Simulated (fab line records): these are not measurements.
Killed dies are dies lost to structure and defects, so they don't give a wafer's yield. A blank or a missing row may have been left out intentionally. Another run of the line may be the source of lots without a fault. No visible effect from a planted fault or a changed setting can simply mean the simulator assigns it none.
Matching of chambers + flow n5_finfet + N5_STI_FIN_REVEAL_ALD_00 on ald_sin-04 has 4 sister chambers
The step deposits SiO2, target thk 1 nm, pulse time 1 s. 7 wafers are shown with their chamber, then 7 later ones without.

WAFERS WITH THEIR CHAMBER
| wafer  | chamber | heater_power_w (W) | precursor_pulse_height_rel |
|--------|---------|--------------------|----------------------------|
| L078.5 | 2       | 523                | 0.970                      |
| L081.3 | 1       | 390                | 1.016                      |
| L086.3 | 2       | 533                | 0.980                      |
| L092.5 | 3       | 418                | 0.985                      |
| L092.6 | 0       | 533                | 0.980                      |
| L094.1 | 3       | 403                | 1.036                      |
| L094.4 | 0       | 539                | 1.023                      |

WAFERS WHOSE CHAMBER IS MISSING
| wafer  | heater_power_w (W) | precursor_pulse_height_rel |
|--------|--------------------|----------------------------|
| L094.5 | 410                | 1.027                      |
| L095.2 | 406                | 1.005                      |
| L095.4 | 539                | 0.984                      |
| L095.6 | 411                | 0.977                      |
| L097.1 | 540                | 1.015                      |
| L097.3 | 383                | 1.005                      |
| L097.5 | 539                | 0.985                      |

WHICH CHAMBER EACH WENT THROUGH
| wafer  | from the rows above     | in truth |
|--------|-------------------------|----------|
| L094.5 | 3                       | 3        |
| L095.2 | can't be placed: 3 or 1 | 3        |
| L095.4 | can't be placed: 0 or 2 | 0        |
| L095.6 | can't be placed: 3 or 1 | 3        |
| L097.1 | can't be placed: 0 or 2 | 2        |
| L097.3 | 1                       | 1        |
| L097.5 | can't be placed: 0 or 2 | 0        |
Correctly placed: 2 of 7. Can't be placed from these rows: 5 (the true chamber is among the candidates in 5). Number placed wrongly: 0.
How it was worked out, from the rows above alone: a wafer's distance from a chamber is the root of the sum, over the readings, of the square of ((its reading less the chamber's mean) divided by the reading's scatter). The wafer belongs to the nearest chamber; if the next one is less than 2 further off, it can't be placed. For every chamber, the mean is computed from those of its wafers that are shown. The scatter: the root of (the sum of the squares of (reading less its chamber's mean) over the shown wafers, divided by (wafers less chambers)).
